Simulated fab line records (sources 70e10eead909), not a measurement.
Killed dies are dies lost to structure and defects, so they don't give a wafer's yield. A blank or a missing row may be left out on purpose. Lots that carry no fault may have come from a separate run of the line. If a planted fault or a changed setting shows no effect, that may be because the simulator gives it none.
fab line records	flow nandHarc
[record] lots = 7	wafers = 21	lastDay = 23
route steps=1159 shown P_BONDPAD@356
lots with no fault: from the same line, run without faults
startH: start of the lot's first displayed wafer, in hours after the record's first day	waitH: hours elapsed since this lot's preceding step	" the same as in the row above	L1.1+2: several wafers, shown together as one row	- no value present, or no start provided	* or withheld: withheld	< > ~ a bound
route shown NAME@n: NAME is a module with steps in the file, n the number in the route of the first one	usual: average and standard deviation across the fault-free wafers	same: alike in all rows	chamber/n: place in a boat	sites: each site's reading	_std_site: the standard deviation of these	_edge_site: inner sites' mean taken away from outer sites' mean	radiusMm: how far each site lies from the wafer's centre	mask NAME#n: copy n	behind: the most recent tool/chamber to have shaped the wafer	hold: what put the lot on hold/how long, in hours/how the hold closed	device: which transistor (n, p or np) failed to switch	end of line: the route-end tests of the same wafers	step lacking rows: just its recipe	killed: the dies lost at the first sort to structure and to defects; this is not the yield of the wafer	map: dies across one wafer; x = killed, . = not, _ = none there
set.NAME: setting as actually run; set.NAME@STEP: the setting as run at that earlier step	model.NAME: the simulator's own value behind a step, which no gauge read
lots seen at some steps along the route; tables by step, rows by wafer
services: the hour from which a tool's chamber was out of use, counted from the record's first day as startH (under 0 if before that day), plus the number of hours and why
[[steps]]
[step NHARC_P_BONDPAD_HMDS_02]
[recipe] timeS = 30
[step NHARC_P_BONDPAD_COAT_36]
[recipe] tempC = 200	timeS = 65
[step NHARC_P_BONDPAD_COAT_03]
[recipe] spinRpm = 2000	resistThkNm = 600
[step NHARC_P_BONDPAD_SOFTBAKE_04]
[recipe] tempC = 125	timeS = 70
[step NHARC_P_BONDPAD_EBR_05]
[step NHARC_P_BONDPAD_EXPOSE_06]
[recipe] na = 0.55	doseMj = 37.06	maskId = P_BPAD
[step NHARC_P_BONDPAD_PEB_07]
[recipe] pebTempC = 128	pebTimeS = 80
[step NHARC_P_BONDPAD_DEVELOP_08]
[recipe] timeS = 50	devTempC = 22
[step NHARC_P_BONDPAD_CD_MEAS_09]
[recipe] targetCdNm = 500	landingEnergyEv = 500
[usual] cdNm = 500.7/1.6
lot.wafer	tool	chamber	startH	waitH	cdNm
L103.1	cdSem-02	0	145.51	-	502.5
L103.2	"	0	"	"	502.4
L103.6	"	0	"	"	503.0
L104.1	cdSem-03	0	146.99	-	497.8
L104.3	"	0	"	"	499.6
L104.4	"	0	"	"	501.0
L106.3	cdSem-01	0	163.95	-	502.8
L106.4	"	0	"	"	504.0
L106.5	"	0	"	"	502.9
L113.4	cdSem-03	0	208.33	-	498.9
L113.5	"	0	"	"	500.2
L113.6	"	0	"	"	500.5
L114.1	cdSem-01	0	221.61	-	501.2
L114.3	"	0	"	"	498.4
L114.4	"	0	"	"	498.8
L119.4	cdSem-02	0	237.07	-	503.7
L119.5	"	0	"	"	501.3
L119.6	"	0	"	"	500.7
L120.2	cdSem-02	0	247.99	-	501.2
L120.4	"	0	"	"	499.9
L120.6	"	0	"	"	501.0
[step NHARC_P_BONDPAD_OVL_MEAS_38]
[usual] overlayXNm = -1/6	overlayYNm = 1/6.5
lot.wafer	tool	chamber	startH	waitH	overlayXNm	overlayYNm
L103.1	overlay-02	-	145.60	-	-6	8
L103.2	"	-	"	"	-6	8
L103.6	"	-	"	"	-7	9
L104.1	overlay-01	-	147.08	-	-7	-2
L104.3	"	-	"	"	-8	-2
L104.4	"	-	"	"	-8	-2
L106.3	overlay-02	-	164.03	-	-11	2
L106.4	"	-	"	"	-11	2
L106.5	"	-	"	"	-11	1
L113.4	overlay-01	-	208.41	-	8	1
L113.5	"	-	"	"	8	0
L113.6	"	-	"	"	9	0
L114.1	overlay-02	-	221.70	-	-4	-5
L114.3	"	-	"	"	-4	-5
L114.4	"	-	"	"	-4	-5
L119.4	overlay-01	-	237.17	-	0	-1
L119.5	"	-	"	"	0	-2
L119.6	"	-	"	"	1	-2
L120.2	overlay-02	-	248.08	-	4	-9
L120.4	"	-	"	"	3	-8
L120.6	"	-	"	"	3	-9
[step NHARC_P_BONDPAD_HARDBAKE_10]
[recipe] tempC = 118	timeS = 65
[step NHARC_P_BONDPAD_DESCUM_11]
[recipe] timeS = 3	o2FlowSccm = 200	arFlowSccm = 0	biasPowerW = 0	chemistry = O2
[usual] drypumpMotorCurrentA = 5.9/0.64	oesProductAu = 0.997/0.0069	rfVppV = 57.9/0.91	showerheadPlenumPTorr = 1.95/0.076	throttleValvePct = 11.312/0.009
lot.wafer	tool	chamber	startH	waitH	drypumpMotorCurrentA	oesProductAu	rfHoursCounterH	rfVppV	showerheadPlenumPTorr	throttleValvePct
L103.1	rieDiel-10	2	145.73	-	6.3	0.992	12	59.1	2.04	11.302
L103.2	"	1	"	"	6.4	0.995	13	56.7	1.86	11.306
L103.6	"	3	"	"	4.9	1.004	-	56.2	1.93	11.327
L104.4	rieDiel-10	2	147.26	-	6.3	1.006	12	57.0	2.04	11.326
L104.3	"	3	"	"	4.9	0.996	14	56.9	1.93	11.295
L104.1	"	0	"	"	6.5	1.005	14	58.3	2.03	11.309
L106.3	rieDiel-10	0	164.16	-	6.5	1.004	16	58.8	2.03	11.317
L106.4	"	1	"	"	6.4	0.998	15	57.6	1.86	11.304
L106.5	"	0	"	"	6.5	0.995	-	58.5	2.03	11.320
L113.5	rieDiel-06	3	208.57	-	5.3	0.981	-	59.1	2.02	11.291
L113.6	"	0	"	"	6.3	0.996	-	58.5	1.88	11.317
L113.4	"	2	"	"	5.2	1.000	-	56.1	1.90	11.307
L114.3	rieDiel-10	2	221.82	-	6.3	0.987	4	59.1	2.04	11.324
L114.4	"	3	"	"	4.9	0.993	4	56.9	1.93	11.302
L114.1	"	1	"	"	6.3	0.990	4	55.4	1.86	11.309
L119.4	rieDiel-10	1	237.31	-	6.4	0.999	6	58.3	1.86	11.311
L119.6	"	0	"	"	6.5	0.986	-	58.7	2.02	11.305
L119.5	"	1	"	"	6.4	1.001	-	57.2	1.86	11.310
L120.4	rieDiel-10	0	248.21	-	6.5	0.987	6	59.4	2.02	11.300
L120.2	"	1	"	"	6.4	1.003	7	57.9	1.86	11.302
L120.6	"	3	"	"	4.9	0.992	-	56.4	1.93	11.312
[step NHARC_P_BONDPAD_ETCH_37]
[recipe] targetDepthA = 600	overetchA = 180	timeS = 65.91	ionEnergyEv = 200	n2FlowSccm = 150	h2FlowSccm = 150	arFlowSccm = 0	rfW = 400	biasW = 150	chemistry = N2/H2
[usual] drypumpMotorCurrentA = 5.9/0.64	oesProductAu = 0.998/0.0073	rfVppV = 431.8/2.3	runLengthS = 87.1/0.35	showerheadPlenumPTorr = 2.09/0.081	throttleValvePct = 14.173/0.0084
lot.wafer	tool	chamber	startH	waitH	drypumpMotorCurrentA	oesProductAu	rfHoursCounterH	rfVppV	runLengthS	showerheadPlenumPTorr	throttleValvePct
L103.1	rieDiel-10	0	145.82	0.1	6.5	0.993	14	434.0	63.8	2.16	14.187
L103.2	"	1	"	"	6.4	1.008	13	429.7	87.4	1.99	14.177
L103.6	"	0	"	"	6.5	0.996	-	433.0	63.6	2.16	14.175
L104.4	rieDiel-10	3	147.34	0.1	4.9	1.000	14	431.9	87.1	2.06	14.166
L104.1	"	0	"	"	6.5	1.007	14	434.7	63.9	2.16	14.198
L104.3	"	1	"	"	6.4	1.006	13	430.5	87.0	1.99	14.178
L106.4	rieDiel-10	3	164.24	0.1	4.9	0.995	16	431.0	86.8	2.06	14.166
L106.3	"	1	"	"	6.4	0.999	15	426.2	86.9	1.99	14.161
L106.5	"	0	"	"	6.5	0.995	-	433.5	63.7	2.16	14.186
L113.5	rieDiel-06	2	208.66	0.1	5.3	0.997	-	430.5	87.4	2.02	14.171
L113.4	"	3	"	"	5.4	0.991	-	433.2	87.1	2.15	14.167
L113.6	"	0	"	"	6.3	0.994	-	429.1	87.9	2.01	14.174
L114.4	rieDiel-10	1	221.91	0.1	6.4	0.994	4	428.1	87.7	1.98	14.168
L114.3	"	3	"	"	4.9	0.986	4	431.8	86.8	2.06	14.173
L114.1	"	0	"	"	6.5	0.992	4	433.5	87.1	2.16	14.183
L119.4	rieDiel-10	2	237.41	0.1	6.3	0.995	6	434.1	87.2	2.17	14.164
L119.5	"	3	"	"	4.9	0.998	-	432.8	86.7	2.06	14.184
L119.6	"	0	"	"	6.5	1.002	-	433.4	86.8	2.16	14.179
L120.4	rieDiel-10	0	248.29	0.1	6.5	1.003	6	434.0	87.4	2.16	14.172
L120.2	"	1	"	"	6.4	1.002	7	428.9	87.1	1.98	14.175
L120.6	"	0	"	"	6.5	0.998	-	435.2	86.6	2.16	14.143
[step NHARC_P_BONDPAD_ETCH_12]
[recipe] targetDepthA = 2000	timeS = 100	chf3FlowSccm = 50	o2FlowSccm = 10	arFlowSccm = 200	rfW = 500	biasW = 200	chemistry = CHF3/O2
[usual] drypumpMotorCurrentA = 5.9/0.64	oesProductAu = 0.947/0.021	rfVppV = 371.5/2	runLengthS = 121.2/0.34	showerheadPlenumPTorr = 2.45/0.088	throttleValvePct = 20.573/0.008
lot.wafer	tool	chamber	startH	waitH	drypumpMotorCurrentA	oesProductAu	rfHoursCounterH	rfVppV	runLengthS	showerheadPlenumPTorr	throttleValvePct
L103.1	rieDiel-10	2	-	-	6.3	0.962	12	374.5	121.7	2.55	20.568
L103.2	"	1	"	"	6.4	0.985	13	370.3	121.2	2.34	20.562
L103.6	"	3	"	"	4.9	0.964	-	369.5	121.4	2.42	20.580
L104.4	rieDiel-10	3	-	-	4.9	0.926	14	371.0	120.8	2.43	20.574
L104.3	"	0	"	"	6.4	0.929	14	373.0	121.2	2.54	20.565
L104.1	"	1	"	"	6.4	0.921	13	370.7	121.3	2.34	20.573
L106.4	rieDiel-10	0	-	-	6.4	0.921	16	373.4	120.9	2.54	20.558
L106.3	"	1	"	"	6.4	0.931	15	368.9	120.9	2.34	20.572
L106.5	"	2	"	"	6.3	0.936	-	372.3	121.8	2.55	20.591
L113.5	rieDiel-06	2	-	-	5.3	0.919	-	369.5	121.0	2.38	20.564
L113.6	"	3	"	"	5.4	0.920	-	372.8	121.2	2.53	20.580
L113.4	"	0	"	"	6.3	0.919	-	369.2	121.4	2.36	20.579
L114.1	rieDiel-10	2	-	-	6.3	0.921	4	373.0	121.2	2.55	20.578
L114.3	"	0	"	"	6.5	0.922	4	374.7	121.1	2.54	20.577
L114.4	"	1	"	"	6.4	0.922	4	369.5	121.3	2.34	20.572
L119.4	rieDiel-10	1	-	-	6.4	0.967	6	368.3	121.4	2.34	20.581
L119.6	"	1	"	"	6.4	0.959	-	367.9	120.9	2.34	20.579
L119.5	"	2	"	"	6.3	0.968	-	373.7	121.7	2.55	20.570
L120.2	rieDiel-10	3	-	-	4.9	0.947	6	369.7	120.9	2.42	20.575
L120.4	"	0	"	"	6.5	0.969	6	373.6	121.4	2.53	20.577
L120.6	"	3	"	"	4.9	0.948	-	370.5	120.8	2.42	20.577
[[services]]
tool	chamber	startH	hours	kind
rieDiel-06	1	122.87	117.7	repair
rieDiel-06	-	123.59	0.3	repair
rieDiel-10	0	131.01	-	clean
rieDiel-10	1	131.01	-	clean
rieDiel-10	2	131.01	-	clean
rieDiel-10	3	131.01	-	clean
rieDiel-06	2	144.43	4.2	repair
rieDiel-10	0	155.51	-	clean
rieDiel-10	1	155.51	-	clean
rieDiel-10	2	155.51	-	clean
rieDiel-10	3	155.51	-	clean
rieDiel-06	3	160.74	2.2	repair
rieDiel-10	0	168.76	4.2	repair
rieDiel-10	-	176.50	9.0	pm
rieDiel-10	0	176.50	9.0	ventCycle
rieDiel-10	1	176.50	9.0	ventCycle
rieDiel-10	2	176.50	9.0	ventCycle
rieDiel-10	3	176.50	9.0	ventCycle
rieDiel-06	2	176.55	5.8	repair
rieDiel-10	0	185.50	-	clean
rieDiel-10	1	185.50	-	clean
rieDiel-10	0	226.54	8.8	repair
rieDiel-06	0	233.51	3.0	repair
rieDiel-06	-	241.20	9.0	pm
[[key]]
[firstSign] step = NHARC_P_BONDPAD_ETCH_37	reading = runLengthS	direction = down	sigmas = 67	usual = *	struck = *
effect none on later readings
metAt NHARC_P_BONDPAD_ETCH_37
struckWafers L103.1,L103.6,L104.1,L106.5
laterRowsLeftOut L103.1,L103.6,L104.1,L106.5
sortLeftOut L103.1,L103.6,L104.1,L106.5
[fault] kind = processParameterDrift	tool = rieDiel-10	chamber = 0	onsetH = 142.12	steps = NHARC_P_BONDPAD_ETCH_37	channel = timeS	offset = *	shape = step	endH = 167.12	actsIn = *	stated = *
// sortLeftOut: the simulated sort isn't trusted on such a fault, so these wafers' sort isn't shown, and their yield isn't known
// laterRowsLeftOut: the simulator's readings of these wafers behind a module that went badly wrong aren't trusted and aren't shown, but for the sort
